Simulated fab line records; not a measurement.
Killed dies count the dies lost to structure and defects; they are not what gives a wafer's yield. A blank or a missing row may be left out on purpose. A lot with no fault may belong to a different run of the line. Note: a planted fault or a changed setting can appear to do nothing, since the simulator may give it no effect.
Chamber matching / flow n5Finfet / 4 sister chambers for N5_BEOL_M1_ALD_98 on aldSin-03
The step deposits SiO2, target thk 2.5 nm, pulse time 1 s, co reactant pulse time 1 s. 4 wafers are shown with their chamber, then 7 later ones without.

== EACH WAFER AND ITS CHAMBER ==
wafer=L075.6; chamber=0; heaterPowerW (W)=88
wafer=L082.4; chamber=2; heaterPowerW (W)=94
wafer=L088.2; chamber=1; heaterPowerW (W)=67
wafer=L088.4; chamber=3; heaterPowerW (W)=64

== WAFERS WITH NO CHAMBER GIVEN ==
wafer=L088.5; heaterPowerW (W)=89
wafer=L092.1; heaterPowerW (W)=94
wafer=L092.3; heaterPowerW (W)=69
wafer=L092.4; heaterPowerW (W)=87
wafer=L097.1; heaterPowerW (W)=70
wafer=L097.5; heaterPowerW (W)=96
wafer=L097.6; heaterPowerW (W)=61

== EACH ONE'S CHAMBER ==
wafer=L088.5; from the rows above=0; in truth=0
wafer=L092.1; from the rows above=2; in truth=2
wafer=L092.3; from the rows above=can't be placed: 1 or 3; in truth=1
wafer=L092.4; from the rows above=0; in truth=0
wafer=L097.1; from the rows above=can't be placed: 1 or 3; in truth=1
wafer=L097.5; from the rows above=2; in truth=2
wafer=L097.6; from the rows above=can't be placed: 3 or 1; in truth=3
Placed correctly: 4 of 7. Can't be placed from these rows: 3 (the true chamber is among the candidates in 3). Number placed wrongly: 0.
How it was worked out, from the rows above alone: a wafer's distance from a chamber is the root of the sum, over the readings, of the square of ((its reading less the chamber's mean) divided by the reading's scatter). The wafer belongs to the nearest chamber; if the next one is less than 2 further off, it can't be placed. The mean given for a chamber averages the wafers shown for that chamber. The scatter: root of mean squared gap, hidden wafer to nearest shown wafer, with one shown wafer a chamber.
